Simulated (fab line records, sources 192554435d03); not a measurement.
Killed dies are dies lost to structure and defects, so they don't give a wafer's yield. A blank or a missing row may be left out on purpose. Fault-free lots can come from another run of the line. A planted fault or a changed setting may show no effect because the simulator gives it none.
Comparing a struck lot with a sound one ; flow n5_finfet ; 37 out of 1938 route steps
Sound: these wafers, L647.1, L647.2, L647.4. Wafers struck: L664.2, L664.4, L664.6. The cause comes at the end.
Each step with rows lists, per side, the tool, then ch with its chambers, then its first start. Under that, the readings that differ: sound wafers ; struck wafers ; difference of the means ; sigmas: that difference in standard deviations of wafers without a fault.
alike: readings whose means differ by less than 2 such deviations, and words and numbers that are the same on both sides. not compared: withheld readings, readings that some wafer has no value for, bounds like >300 that may hide the same value, and numbers for which the record gives no deviation and whose values overlap.
The two part at a step that has a row with sigmas, a row that says differs or no value, or rows on one side only. When numbers do not overlap yet have no deviation, they are printed without sigmas and do not part them. A reading missing from all wafers of one side parts the sides only when that side holds two or more wafers.

first, 1 step without rows for these wafers: N5_BEOL_M3_ANNEAL_51 (time 90 s).
N5_BEOL_M3_CMP_52: polishes, stops on SiOC, t overpolish 6.8 s, target thk 40 nm.
  sound on cmp-03 ch 1,2,3, day 8 19:28; struck on cmp-04 ch 0,3, day 13 19:57
reading;sound;struck;difference;sigmas
barrier_field_endpoint_s (s);24.5 25.1 23.4;25.5 26.3 25.8;+1.5;+2
  alike: motor_current_A, overpolish_run_s, retaining_ring_pressure_frac, slurry_filter_dp_kPa, time_to_endpoint_s
N5_BEOL_M3_THK_MEAS_53: measures by xrf.
  struck on film_metro-01, day 13 20:15; sound on film_metro-01, day 8 19:46
  alike: M3_THK
then, 1 step without rows for these wafers: N5_BEOL_M3_PRE_CLEAN_60 (time 15 s).
N5_BEOL_M3_CO_CAP_55: material Co, precursor CCTBA/H2, target thk 2 nm, time 102.1 s.
  sound on cvd_co-01 ch 1,2, day 8 19:50; struck on cvd_co-01 ch 1,2, day 13 20:20
  alike: heater_power_w
then, 2 steps without rows for these wafers: N5_BEOL_M3_PRE_CLEAN_56 (time 15 s); N5_BEOL_M3_DEP_57 (deposits SiCN from 3MS/NH3, target thk 8 nm, time 14 s).
N5_BEOL_M3_RS_MEAS_58: a four-point-probe measurement.
  struck on film_metro-02, day 13 20:31; sound on film_metro-02, day 8 20:01
  alike: M3_RS
N5_BEOL_M3_INSPECT_59: inspects for defects (darkfield).
  struck on defect_inspect-01, day 13 20:32; sound on defect_inspect-02, day 8 20:03
  alike: raw_defect_count
N5_BEOL_M4_ILD_DEP_00: deposits SiOC from DEMS/O2, target thk 79 nm, time 15.3 s.
  sound on pecvd-03 ch 0,1,2, day 8 20:05; struck on pecvd-03 ch 1,2, day 13 20:34
  alike: chamber_pressure_Torr, heater_power_outer_w, heater_power_w, rf_fwd_power_W, showerhead_plenum_p_Torr, throttle_valve_pct
N5_BEOL_M4_THK_MEAS_01:
  struck on film_metro-01, day 13 20:40; sound on film_metro-02, day 8 20:09
  alike: M4_ILD_THK
N5_BEOL_M4_PECVD_72: deposits SiO2 from TEOS/O2, target thk 16 nm, time 18 s.
  sound on pecvd-04 ch 1,2, day 8 20:11; struck on pecvd-03 ch 2, day 13 20:41
  alike: heater_power_w, rf_fwd_power_W, showerhead_plenum_p_Torr, throttle_valve_pct
N5_BEOL_M4_HM_DEP_02: deposits TiN, target thk 20 nm.
  struck on pvd_sputter-03, day 14 00:45; sound on pvd_sputter-03, day 8 20:48
  no value came back on the struck wafers for chamber_pressure_pa (Pa), substrate_temp_c (C), throttle_valve_pct (%); on the sound wafers chamber_pressure_pa (Pa) reads 0.5000 0.5014 0.4990
then, 9 steps without rows for these wafers: N5_BEOL_M4_COAT_61 (time 60 s, resist thk 60 nm); N5_BEOL_M4_COAT_62 (time 60 s, resist thk 12 nm); N5_BEOL_M4_COAT_73 (time 60 s, resist thk 5 nm); N5_BEOL_M4_COAT_05 (resist thk 30 nm); N5_BEOL_M4_EBR_07; N5_BEOL_M4_SOFTBAKE_06 (time 60 s); N5_BEOL_M4_EXPOSE_08 (exposes mask M4); N5_BEOL_M4_PEB_09 (peb time 60 s); N5_BEOL_M4_DEVELOP_10 (develop time 30 s).
N5_BEOL_M4_CD_MEAS_11: target cd 16.79 nm.
  sound on cd_sem-02 ch 0, day 8 21:14; struck on cd_sem-02 ch 0, day 14 01:08
  alike: cd_nm
N5_BEOL_M4_OVL_MEAS_12:
  sound on overlay-01 ch 0, day 8 21:16; struck on overlay-02 ch 0, day 14 01:11
  alike: M4_OVL
N5_BEOL_M4_INSPECT_13: inspects for defects (brightfield).
  struck on defect_inspect-02, day 14 01:14; sound on defect_inspect-02, day 8 21:19
reading;sound;struck;difference;sigmas
raw_defect_count;565 408 524;206 277 260;-251;-3
then, 2 steps without rows for these wafers: N5_BEOL_M4_DESCUM_16 (chemistry O2, time 7 s); N5_BEOL_M4_ETCH_74 (etches underlayer in N2/H2, target depth 6.5 nm, time 5.2 s).
N5_BEOL_M4_ETCH_63: etches SiARC in CF4, target depth 15.6 nm, time 26 s.
  sound on rie_diel-01 ch 1,2,3, day 8 21:25; struck on rie_diel-01 ch 0,2, day 14 01:19
  alike: bias_w, drypump_motor_current_A, etch_rf_on_time_s, oes_product_au, rf_fwd_power_W, rf_vpp_V, showerhead_plenum_p_Torr, throttle_valve_pct
  not compared: rf_hours_counter_h
then, 4 steps without rows for these wafers: N5_BEOL_M4_ETCH_64 (etches SOC in N2/H2, target depth 75 nm, overetch 22.5 nm, time 121.9 s); N5_BEOL_M4_STRIP_65 (strips in N2/H2); N5_BEOL_M4_STRIP_75 (strips in N2/H2); N5_BEOL_M4_STRIP_66 (strips in CF4).
N5_BEOL_M4_HM_OPEN_17: chemistry Cl2/BCl3, target TiN, target depth 20 nm, overetch 6 nm.
  sound on rie_metal-01 ch 0,1, day 8 21:37; struck on rie_metal-02 ch 0,1, day 14 01:31
reading;sound;struck;difference;sigmas
oes_product_au (a.u.);0.77 0.77 0.77;0.29 0.30 0.30;-0.47;-6
model.etch.depth_nm (nm);19.81 19.57 19.8;0 0 0;-20;
  alike: bias_w, drypump_motor_current_A, rf_fwd_power_W, throttle_valve_pct
  not compared: rf_hours_counter_h
then, 1 step without rows for these wafers: N5_BEOL_M4_STRIP_19 (strips in O2).
N5_BEOL_M4_CD_MEAS_18: pitch 36 nm, target cd 18 nm.
  struck on cd_sem-03, day 14 01:42; sound on cd_sem-02, day 8 21:47
reading;sound;struck;difference;sigmas
cd_nm (nm);17.6 18.8 17.6;- - -;no value on the struck wafers;
then, 1 step without rows for these wafers: N5_BEOL_M4_COAT_67 (time 60 s, resist thk 60 nm).
N5_BEOL_M4_RC_MEAS_101:
  the record has rows for the sound wafers here (prober-02 ch 0, day 10 01:38) and none for the struck ones

## WHERE THEY PART
Last at N5_BEOL_M4_RC_MEAS_101 as far as this record goes, first at N5_BEOL_M3_CMP_52.

WHY: what had been put in by the simulator
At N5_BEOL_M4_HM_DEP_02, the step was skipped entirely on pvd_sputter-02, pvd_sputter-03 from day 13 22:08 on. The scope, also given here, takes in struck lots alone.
